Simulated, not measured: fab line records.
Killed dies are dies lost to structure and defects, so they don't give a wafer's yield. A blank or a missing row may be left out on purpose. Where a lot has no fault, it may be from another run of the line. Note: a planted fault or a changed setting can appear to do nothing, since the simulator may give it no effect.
Chamber matching + flow nand_harc + pecvd-01 running NHARC_A_CONTACT_DEP_85: 3 sister chambers
The step deposits SiON, target thk 50 nm. 3 wafers are shown with their chamber, then 8 later ones without.

WAFERS PAIRED WITH THEIR CHAMBERS
| wafer  | chamber | heater_power_w (W) |
|--------|---------|--------------------|
| L523.5 | 2       | 747                |
| L524.1 | 0       | 719                |
| L526.2 | 1       | 942                |

WAFERS WHOSE CHAMBER IS MISSING
| wafer  | heater_power_w (W) |
|--------|--------------------|
| L526.5 | 737                |
| L526.6 | 924                |
| L528.1 | 864                |
| L528.2 | 928                |
| L528.6 | 728                |
| L534.1 | 847                |
| L534.3 | 747                |
| L534.6 | 781                |

EACH ONE'S CHAMBER
| wafer  | from the rows above          | in truth |
|--------|------------------------------|----------|
| L526.5 | can't be placed: 2 or 0      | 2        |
| L526.6 | 1                            | 1        |
| L528.1 | can't be placed: 1 or 2 or 0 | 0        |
| L528.2 | 1                            | 1        |
| L528.6 | can't be placed: 0 or 2      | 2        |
| L534.1 | can't be placed: 1 or 2 or 0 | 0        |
| L534.3 | can't be placed: 2 or 0      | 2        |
| L534.6 | can't be placed: 2 or 0      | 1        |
Correctly placed: 2 of 8. From these rows, 6 cannot be placed; in 5 the true chamber is one of the candidates. Number placed wrongly: 0.
How it was worked out, from the rows above alone: a wafer's distance from a chamber is the root of the sum, over the readings, of the square of ((its reading less the chamber's mean) divided by the reading's scatter). The wafer belongs to the nearest chamber; if the next one is less than 2 further off, it can't be placed. Each chamber's mean is taken over the wafers shown for it. The scatter (one wafer shown for each chamber): square how far every hidden wafer sits from the nearest shown wafer, average those squares and take the square root.
